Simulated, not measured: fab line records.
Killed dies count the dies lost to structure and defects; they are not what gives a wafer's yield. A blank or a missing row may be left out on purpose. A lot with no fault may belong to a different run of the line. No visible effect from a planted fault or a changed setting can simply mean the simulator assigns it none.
What tool caused it?    flow nandHarc    Sampling: 14 lots, 42 wafers, 5 of 1302 route steps

== WHAT THE GAUGES READ, wafer by wafer ==
NHARC_P_M1_CD_MEAS_09: target cd 130 nm. Usual: 129.9 nm for cdNm, sd 0.86.
lot   measured      on        cdNm (nm)          flag
L468  day 6 08:57   cdSem-02  130.2 130.2 130.1  
L469  day 6 12:43   cdSem-01  130.7 131.6 130.0  
L470  day 6 22:37   cdSem-03  130.4 129.1 128.8  
L472  day 7 23:37   cdSem-03  130.9 129.5 130.0  
L475  day 9 07:52   cdSem-02  130.7 130.1 129.9  
L476  day 9 14:46   cdSem-01  129.5 129.2 129.9  
L477  day 10 00:49  cdSem-02  130.5 131.2 130.8  
L478  day 10 14:52  cdSem-01  144.2 145.2 145.0  OFF
L480  day 11 03:55  cdSem-02  144.6 144.4 145.8  OFF
L485  day 13 08:52  cdSem-03  130.0 129.1 129.8  
L488  day 14 14:39  cdSem-03  128.0 129.5 129.3  
L489  day 14 19:34  cdSem-02  129.9 128.7 129.1  
L491  day 15 14:51  cdSem-02  130.0 130.5 130.8  
L490  day 15 15:37  cdSem-02  129.7 128.7 129.8  

NHARC_P_M1_CD_MEAS_16. Usual: 129.7 nm for cdNm, sd 1.2.
lot   measured      on        cdNm (nm)          flag
L468  day 6 09:26   cdSem-02  129.4 129.5 129.6  
L469  day 6 13:12   cdSem-02  129.4 129.6 128.4  
L470  day 6 23:06   cdSem-03  129.6 128.6 128.4  
L472  day 8 00:05   cdSem-02  130.6 130.7 129.4  
L475  day 9 08:21   cdSem-02  131.1 130.5 130.4  
L476  day 9 15:16   cdSem-02  128.0 128.6 128.0  
L477  day 10 01:19  cdSem-02  132.0 131.4 131.8  
L478  day 10 15:22  cdSem-01  144.8 146.5 145.2  OFF
L480  day 11 04:28  cdSem-01  144.5 145.5 145.7  OFF
L485  day 13 09:22  cdSem-02  128.6 127.3 130.5  
L488  day 14 15:11  cdSem-01  128.2 129.0 127.9  
L489  day 14 20:06  cdSem-02  128.7 127.6 127.6  
L491  day 15 15:20  cdSem-01  127.5 130.2 130.3  
L490  day 15 16:06  cdSem-01  129.5 128.7 128.3  

== EACH LOT AND THE TOOL THAT RAN IT (in order: tool; ch and the chambers of the sampled wafers; start) ==
lot   NHARC_P_M0_PVD_21                       NHARC_P_M0_ANNEAL_30             NHARC_P_M1_PEB_07
L468  pvdSputter-03, day 6 06:43 or earlier   rtpAnneal-02 ch 0, day 6 06:43   lithoTrack-01 ch 0, day 6 08:52
L469  pvdSputter-01, day 6 10:35 or earlier   rtpAnneal-01 ch 0, day 6 10:35   lithoTrack-01 ch 0, day 6 12:38
L470  pvdSputter-01, day 6 20:23 or earlier   rtpAnneal-01 ch 0, day 6 20:23   lithoTrack-06 ch 0, day 6 22:31
L472  pvdSputter-01, day 7 21:22 or earlier   rtpAnneal-02 ch 0, day 7 21:22   lithoTrack-06 ch 0, day 7 23:32
L475  pvdSputter-01, day 9 05:41 or earlier   rtpAnneal-02 ch 0, day 9 05:41   lithoTrack-06 ch 0, day 9 07:47
L476  pvdSputter-01, day 9 12:37 or earlier   rtpAnneal-02 ch 0, day 9 12:37   lithoTrack-06 ch 0, day 9 14:41
L477  pvdSputter-01, day 9 22:36 or earlier   rtpAnneal-02 ch 0, day 9 22:36   lithoTrack-04 ch 0, day 10 00:44
L478  pvdSputter-02, day 10 12:40 or earlier  rtpAnneal-01 ch 0, day 10 12:40  lithoTrack-06 ch 0, day 10 14:47
L480  pvdSputter-03, day 11 01:44 or earlier  rtpAnneal-02 ch 0, day 11 01:44  lithoTrack-06 ch 0, day 11 03:51
L485  pvdSputter-02, day 13 06:38 or earlier  rtpAnneal-01 ch 0, day 13 06:38  lithoTrack-06 ch 0, day 13 08:47
L488  pvdSputter-02, day 14 12:29 or earlier  rtpAnneal-02 ch 0, day 14 12:29  lithoTrack-06 ch 0, day 14 14:34
L489  pvdSputter-01, day 14 17:23 or earlier  rtpAnneal-01 ch 0, day 14 17:23  lithoTrack-06 ch 0, day 14 19:29
L491  pvdSputter-01, day 15 12:46 or earlier  rtpAnneal-02 ch 0, day 15 12:46  lithoTrack-01 ch 0, day 15 14:46
L490  pvdSputter-01, day 15 13:37 or earlier  rtpAnneal-02 ch 0, day 15 13:37  lithoTrack-06 ch 0, day 15 15:32
- NHARC_P_M0_PVD_21: deposits Cu, target thk 30 nm, time 20.49 s.
- NHARC_P_M0_ANNEAL_30: time 90 s.
- NHARC_P_M1_PEB_07: peb time 65 s.

== WHAT THE TOOLS THEMSELVES READ (means of the sampled wafers that have a number; where no wafer has one, the mark that the record gives instead) ==
NHARC_P_M0_PVD_21. Usual: cathodeDcPowerW 5000.1 W, standard deviation 0.93; throttleValvePct 30.1 %, standard deviation 1.1.
lot   tool           cathodeDcPowerW (W)  throttleValvePct (%)  flag
L468  pvdSputter-03  5000.2               30.8                  
L469  pvdSputter-01  4999.9               29.7                  
L470  pvdSputter-01  5000.3               30.6                  
L472  pvdSputter-01  5000.1               29.8                  
L475  pvdSputter-01  4999.3               30.2                  
L476  pvdSputter-01  4999.5               29.6                  
L477  pvdSputter-01  5000.0               30.0                  
L478  pvdSputter-02  4999.5               30.0                  
L480  pvdSputter-03  5000.9               31.3                  
L485  pvdSputter-02  5000.6               29.8                  
L488  pvdSputter-02  5000.7               30.4                  
L489  pvdSputter-01  5001.0               30.0                  
L491  pvdSputter-01  5000.4               29.9                  
L490  pvdSputter-01  5000.3               30.1                  

NHARC_P_M0_ANNEAL_30. Usual: 225.76 for wafer_temp_C_max, sd 0.23.
lot   tool          wafer_temp_C_max  flag
L468  rtpAnneal-02  225.91            
L469  rtpAnneal-01  225.88            
L470  rtpAnneal-01  225.41            
L472  rtpAnneal-02  225.77            
L475  rtpAnneal-02  225.90            
L476  rtpAnneal-02  225.77            
L477  rtpAnneal-02  225.73            
L478  rtpAnneal-01  225.94            
L480  rtpAnneal-02  225.84            
L485  rtpAnneal-01  225.57            
L488  rtpAnneal-02  225.62            
L489  rtpAnneal-01  225.50            
L491  rtpAnneal-02  225.71            
L490  rtpAnneal-02  225.64            

NHARC_P_M1_PEB_07. Usual: heaterPowerTotalW 156.6 W, standard deviation 0.42; plateTempC 100.03 C, standard deviation 0.14.
lot   tool           heaterPowerTotalW (W)  plateTempC (C)  flag
L468  lithoTrack-01  156.4                  99.97           
L469  lithoTrack-01  156.6                  100.19          
L470  lithoTrack-06  156.8                  99.92           
L472  lithoTrack-06  156.6                  100.22          
L475  lithoTrack-06  156.4                  100.13          
L476  lithoTrack-06  156.5                  100.04          
L477  lithoTrack-04  156.8                  100.02          
L478  lithoTrack-06  167.2                  104.85          OFF
L480  lithoTrack-06  167.1                  105.02          OFF
L485  lithoTrack-06  156.5                  99.99           
L488  lithoTrack-06  156.3                  100.03          
L489  lithoTrack-06  156.8                  100.01          
L491  lithoTrack-01  156.9                  100.07          
L490  lithoTrack-06  156.8                  99.89           

== THE ANSWER, worked out from the rows above alone ==
Rule: a lot is off if the mean of its wafers that have a number lies more than 3 standard deviations from the usual mean. A lot without any number at a reading at which 4 lots or more have one is off too. All remaining lots with rows at the step are treated as sound. Order of review: gauges by route order, followed by the tools' own readings, for which a lot's mean as printed above is used. The first step at which some lot is off is used, and at that step the reading that is off furthest; a lot without a number counts as furthest.
Off: L478, L480 (NHARC_P_M1_CD_MEAS_09, cdNm).
A tool fits if, at a process step before that reading, it ran every lot that is off, and no sound lot after the first of them. Not tried: the gauges at NHARC_P_M1_CD_MEAS_09; whatever is off there is also off at NHARC_P_M1_PEB_07, on other tools, and gauge error can't account for it. NHARC_P_M0_PVD_21 gives no start for some lots, so the hours and the order of its lots are those of NHARC_P_M0_ANNEAL_30. Not one of the candidates tried fits.

== WHAT THE SIMULATOR PUT IN ==
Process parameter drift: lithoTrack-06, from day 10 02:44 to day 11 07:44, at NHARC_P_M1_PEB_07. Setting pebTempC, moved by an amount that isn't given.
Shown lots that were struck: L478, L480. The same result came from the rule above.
